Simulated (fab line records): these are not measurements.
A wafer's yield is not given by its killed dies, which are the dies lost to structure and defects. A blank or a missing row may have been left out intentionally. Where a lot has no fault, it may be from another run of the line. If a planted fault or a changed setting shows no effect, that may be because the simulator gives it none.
Which tool is to blame? || flow n5-finfet || 9 lots, 27 wafers sampled, at 2 steps of a route of 1938

== WHAT THE GAUGES SHOWED, per wafer ==
N5_BEOL_M9_INSPECT_30: inspects for defects (brightfield). Usual: raw-defect-count at 464, with a standard deviation of 110.
{"lot": "L917", "measured": "day 9 20:29", "on": "defect-inspect-02", "raw-defect-count": "751 429 315", "flag": ""}
{"lot": "L921", "measured": "day 10 16:44", "on": "defect-inspect-02", "raw-defect-count": "367 580 397", "flag": ""}
{"lot": "L923", "measured": "day 11 03:37", "on": "defect-inspect-02", "raw-defect-count": "664 667 742", "flag": ""}
{"lot": "L925", "measured": "day 11 05:43", "on": "defect-inspect-02", "raw-defect-count": "560 360 1201", "flag": ""}
{"lot": "L928", "measured": "day 12 18:29", "on": "defect-inspect-02", "raw-defect-count": "276 474 402", "flag": ""}
{"lot": "L936", "measured": "day 14 16:41", "on": "defect-inspect-02", "raw-defect-count": "448 404 527", "flag": ""}
{"lot": "L938", "measured": "day 14 23:46", "on": "defect-inspect-02", "raw-defect-count": "301 360 444", "flag": ""}
{"lot": "L937", "measured": "day 15 03:00", "on": "defect-inspect-02", "raw-defect-count": "472 594 551", "flag": ""}
{"lot": "L939", "measured": "day 15 05:15", "on": "defect-inspect-01", "raw-defect-count": "656 517 631", "flag": ""}

== TOOL THAT RAN EACH LOT (tool first, then ch and the chambers of the sampled wafers, then the start) ==
{"lot": "L917", "N5_BEOL_M9_STRIP_67": "rie-diel-01 ch 1,2,3, day 9 19:21"}
{"lot": "L921", "N5_BEOL_M9_STRIP_67": "rie-diel-02 ch 1,3, day 10 15:49"}
{"lot": "L923", "N5_BEOL_M9_STRIP_67": "rie-diel-01 ch 1,2,3, day 11 01:52"}
{"lot": "L925", "N5_BEOL_M9_STRIP_67": "rie-diel-01 ch 0,2,3, day 11 05:04"}
{"lot": "L928", "N5_BEOL_M9_STRIP_67": "rie-diel-02 ch 1,3, day 12 17:47"}
{"lot": "L936", "N5_BEOL_M9_STRIP_67": "rie-diel-03 ch 0,3, day 14 15:54"}
{"lot": "L938", "N5_BEOL_M9_STRIP_67": "rie-diel-03 ch 2,3, day 14 22:56"}
{"lot": "L937", "N5_BEOL_M9_STRIP_67": "rie-diel-03 ch 0,2, day 15 00:36"}
{"lot": "L939", "N5_BEOL_M9_STRIP_67": "rie-diel-01 ch 0,2,3, day 15 04:10"}
- N5_BEOL_M9_STRIP_67: strips in CF4.

== AS READ BY THE TOOLS THEMSELVES (means over the sampled wafers that have a number; for cases with no such wafer, the mark the record gives instead) ==
N5_BEOL_M9_STRIP_67. Usual: drypump-motor-current-A 5.9 A, standard deviation 0.45; oes-product-au 0.77 a.u., standard deviation 0.072; rf-vpp-V 271.7 V, standard deviation 1.2; showerhead-plenum-p-Torr 1.82 Torr, standard deviation 0.046; throttle-valve-pct 13.58 %, standard deviation 0.2.
{"lot": "L917", "tool": "rie-diel-01", "drypump-motor-current-A (A)": 6.0, "oes-product-au (a.u.)": 0.76, "rf-vpp-V (V)": 271.8, "showerhead-plenum-p-Torr (Torr)": 1.84, "throttle-valve-pct (%)": 13.52, "flag": ""}
{"lot": "L921", "tool": "rie-diel-02", "drypump-motor-current-A (A)": 5.7, "oes-product-au (a.u.)": 0.87, "rf-vpp-V (V)": 273.0, "showerhead-plenum-p-Torr (Torr)": 1.86, "throttle-valve-pct (%)": 13.24, "flag": ""}
{"lot": "L923", "tool": "rie-diel-01", "drypump-motor-current-A (A)": 6.0, "oes-product-au (a.u.)": 0.76, "rf-vpp-V (V)": 272.1, "showerhead-plenum-p-Torr (Torr)": 1.84, "throttle-valve-pct (%)": 13.53, "flag": ""}
{"lot": "L925", "tool": "rie-diel-01", "drypump-motor-current-A (A)": 5.9, "oes-product-au (a.u.)": 0.77, "rf-vpp-V (V)": 271.6, "showerhead-plenum-p-Torr (Torr)": 1.82, "throttle-valve-pct (%)": 13.59, "flag": ""}
{"lot": "L928", "tool": "rie-diel-02", "drypump-motor-current-A (A)": 5.7, "oes-product-au (a.u.)": 0.78, "rf-vpp-V (V)": 271.7, "showerhead-plenum-p-Torr (Torr)": 1.81, "throttle-valve-pct (%)": 13.35, "flag": ""}
{"lot": "L936", "tool": "rie-diel-03", "drypump-motor-current-A (A)": 6.5, "oes-product-au (a.u.)": 0.71, "rf-vpp-V (V)": 270.7, "showerhead-plenum-p-Torr (Torr)": 1.81, "throttle-valve-pct (%)": 13.74, "flag": ""}
{"lot": "L938", "tool": "rie-diel-03", "drypump-motor-current-A (A)": 5.6, "oes-product-au (a.u.)": 0.73, "rf-vpp-V (V)": 271.2, "showerhead-plenum-p-Torr (Torr)": 1.81, "throttle-valve-pct (%)": 13.71, "flag": ""}
{"lot": "L937", "tool": "rie-diel-03", "drypump-motor-current-A (A)": 5.5, "oes-product-au (a.u.)": 0.79, "rf-vpp-V (V)": 270.8, "showerhead-plenum-p-Torr (Torr)": 1.77, "throttle-valve-pct (%)": 13.52, "flag": ""}
{"lot": "L939", "tool": "rie-diel-01", "drypump-motor-current-A (A)": 5.9, "oes-product-au (a.u.)": 0.74, "rf-vpp-V (V)": 270.8, "showerhead-plenum-p-Torr (Torr)": 1.82, "throttle-valve-pct (%)": 13.64, "flag": ""}

== THE ANSWER, worked out from the rows above alone ==
Rule: lot off if the mean of its wafers having a number is beyond 3 standard deviations from the usual mean. Also off: a lot with no number at a reading for which 4 or more lots have one. Any other lot the step has rows for is counted as sound. The gauges are gone through in route order, then the tools' own readings, and for those a lot's mean is taken as printed above. At the first step where some lot is off, the reading lying furthest off is the one used; lots without a number count as furthest.
None of the lots is off at any reading shown; this tells nothing.

== WHAT THE SIMULATOR PUT IN ==
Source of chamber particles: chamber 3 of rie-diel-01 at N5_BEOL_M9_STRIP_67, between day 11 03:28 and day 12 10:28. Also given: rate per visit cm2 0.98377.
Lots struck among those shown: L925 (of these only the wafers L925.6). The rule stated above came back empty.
